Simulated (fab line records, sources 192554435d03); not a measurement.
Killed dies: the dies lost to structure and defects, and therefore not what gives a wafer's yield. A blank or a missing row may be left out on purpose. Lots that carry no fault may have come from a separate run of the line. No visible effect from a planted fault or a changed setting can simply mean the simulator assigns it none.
Matching of chambers / flow n5Finfet / N5_BEOL_M0_SAQP_STRIP_86 on rieDiel-02: 4 sister chambers
The step strips in N2/H2. 22 wafers are shown with their chamber, then 11 later ones without.

## WAFERS, EACH WITH ITS CHAMBER
wafer=L074.2; chamber=1; drypumpMotorCurrentA (A)=6.7; throttleValvePct (%)=18.6; showerheadPlenumPTorr (Torr)=3.40
wafer=L074.4; chamber=2; drypumpMotorCurrentA (A)=6.1; throttleValvePct (%)=20.3; showerheadPlenumPTorr (Torr)=3.35
wafer=L074.5; chamber=0; drypumpMotorCurrentA (A)=6.3; throttleValvePct (%)=18.4; showerheadPlenumPTorr (Torr)=3.44
wafer=L075.1; chamber=2; drypumpMotorCurrentA (A)=6.1; throttleValvePct (%)=20.2; showerheadPlenumPTorr (Torr)=3.35
wafer=L075.2; chamber=3; drypumpMotorCurrentA (A)=5.2; throttleValvePct (%)=18.2; showerheadPlenumPTorr (Torr)=3.29
wafer=L075.5; chamber=1; drypumpMotorCurrentA (A)=6.6; throttleValvePct (%)=18.7; showerheadPlenumPTorr (Torr)=3.40
wafer=L076.3; chamber=2; drypumpMotorCurrentA (A)=6.1; throttleValvePct (%)=20.2; showerheadPlenumPTorr (Torr)=3.35
wafer=L076.5; chamber=1; drypumpMotorCurrentA (A)=6.7; throttleValvePct (%)=18.7; showerheadPlenumPTorr (Torr)=3.40
wafer=L076.6; chamber=0; drypumpMotorCurrentA (A)=6.3; throttleValvePct (%)=18.4; showerheadPlenumPTorr (Torr)=3.44
wafer=L078.2; chamber=3; drypumpMotorCurrentA (A)=5.3; throttleValvePct (%)=18.3; showerheadPlenumPTorr (Torr)=3.28
wafer=L078.3; chamber=0; drypumpMotorCurrentA (A)=6.3; throttleValvePct (%)=18.4; showerheadPlenumPTorr (Torr)=3.44
wafer=L078.4; chamber=1; drypumpMotorCurrentA (A)=6.6; throttleValvePct (%)=18.7; showerheadPlenumPTorr (Torr)=3.40
wafer=L083.2; chamber=0; drypumpMotorCurrentA (A)=6.3; throttleValvePct (%)=18.4; showerheadPlenumPTorr (Torr)=3.43
wafer=L083.5; chamber=3; drypumpMotorCurrentA (A)=5.2; throttleValvePct (%)=18.3; showerheadPlenumPTorr (Torr)=3.28
wafer=L083.6; chamber=2; drypumpMotorCurrentA (A)=6.2; throttleValvePct (%)=20.3; showerheadPlenumPTorr (Torr)=3.35
wafer=L089.1; chamber=2; drypumpMotorCurrentA (A)=6.1; throttleValvePct (%)=19.8; showerheadPlenumPTorr (Torr)=3.34
wafer=L089.4; chamber=1; drypumpMotorCurrentA (A)=6.6; throttleValvePct (%)=18.7; showerheadPlenumPTorr (Torr)=3.38
wafer=L089.6; chamber=3; drypumpMotorCurrentA (A)=5.2; throttleValvePct (%)=18.3; showerheadPlenumPTorr (Torr)=3.27
wafer=L090.1; chamber=0; drypumpMotorCurrentA (A)=6.3; throttleValvePct (%)=18.4; showerheadPlenumPTorr (Torr)=3.42
wafer=L090.3; chamber=2; drypumpMotorCurrentA (A)=6.1; throttleValvePct (%)=19.8; showerheadPlenumPTorr (Torr)=3.34
wafer=L090.5; chamber=2; drypumpMotorCurrentA (A)=6.1; throttleValvePct (%)=19.8; showerheadPlenumPTorr (Torr)=3.34
wafer=L092.2; chamber=2; drypumpMotorCurrentA (A)=6.1; throttleValvePct (%)=19.8; showerheadPlenumPTorr (Torr)=3.34

SIGNATURES, as means of the wafers listed above
reading=drypumpMotorCurrentA; chamber 0=6.300; chamber 1=6.640; chamber 2=6.112; chamber 3=5.225; scatter within a chamber=0.0396
reading=throttleValvePct; chamber 0=18.400; chamber 1=18.680; chamber 2=20.025; chamber 3=18.275; scatter within a chamber=0.155
reading=showerheadPlenumPTorr; chamber 0=3.4340; chamber 1=3.3960; chamber 2=3.3450; chamber 3=3.2800; scatter within a chamber=0.0076
Rule: for each reading, subtract the chamber's mean from the wafer's reading, divide by that reading's scatter and square the result; add these up over the readings and take the root, which gives the wafer's distance from the chamber. The wafer belongs to the nearest chamber; if the next one is less than 2 further off, it can't be placed. The scatter: take each reading less its chamber's mean, square it, sum over the shown wafers, divide by the number of wafers less the number of chambers, and take the root.

## WAFERS WITH NO CHAMBER GIVEN
wafer=L092.4; drypumpMotorCurrentA (A)=6.3; throttleValvePct (%)=18.5; showerheadPlenumPTorr (Torr)=3.42
wafer=L092.6; drypumpMotorCurrentA (A)=6.6; throttleValvePct (%)=18.7; showerheadPlenumPTorr (Torr)=3.38
wafer=L094.1; drypumpMotorCurrentA (A)=6.2; throttleValvePct (%)=19.8; showerheadPlenumPTorr (Torr)=3.34
wafer=L094.5; drypumpMotorCurrentA (A)=5.3; throttleValvePct (%)=18.3; showerheadPlenumPTorr (Torr)=3.27
wafer=L094.6; drypumpMotorCurrentA (A)=6.1; throttleValvePct (%)=19.8; showerheadPlenumPTorr (Torr)=3.34
wafer=L095.1; drypumpMotorCurrentA (A)=6.3; throttleValvePct (%)=18.5; showerheadPlenumPTorr (Torr)=3.42
wafer=L095.2; drypumpMotorCurrentA (A)=6.6; throttleValvePct (%)=18.7; showerheadPlenumPTorr (Torr)=3.38
wafer=L095.5; drypumpMotorCurrentA (A)=6.3; throttleValvePct (%)=18.5; showerheadPlenumPTorr (Torr)=3.42
wafer=L096.2; drypumpMotorCurrentA (A)=6.3; throttleValvePct (%)=18.5; showerheadPlenumPTorr (Torr)=3.42
wafer=L096.4; drypumpMotorCurrentA (A)=6.7; throttleValvePct (%)=18.7; showerheadPlenumPTorr (Torr)=3.38
wafer=L096.6; drypumpMotorCurrentA (A)=5.2; throttleValvePct (%)=18.3; showerheadPlenumPTorr (Torr)=3.27

## EACH ONE'S CHAMBER
wafer=L092.4; from the rows above=0; in truth=0
wafer=L092.6; from the rows above=1; in truth=1
wafer=L094.1; from the rows above=2; in truth=2
wafer=L094.5; from the rows above=3; in truth=3
wafer=L094.6; from the rows above=2; in truth=2
wafer=L095.1; from the rows above=0; in truth=0
wafer=L095.2; from the rows above=1; in truth=1
wafer=L095.5; from the rows above=0; in truth=0
wafer=L096.2; from the rows above=0; in truth=0
wafer=L096.4; from the rows above=1; in truth=1
wafer=L096.6; from the rows above=3; in truth=3
Correct placement for 11 of the 11. Not placeable from these rows: 0. Wrongly placed: 0.
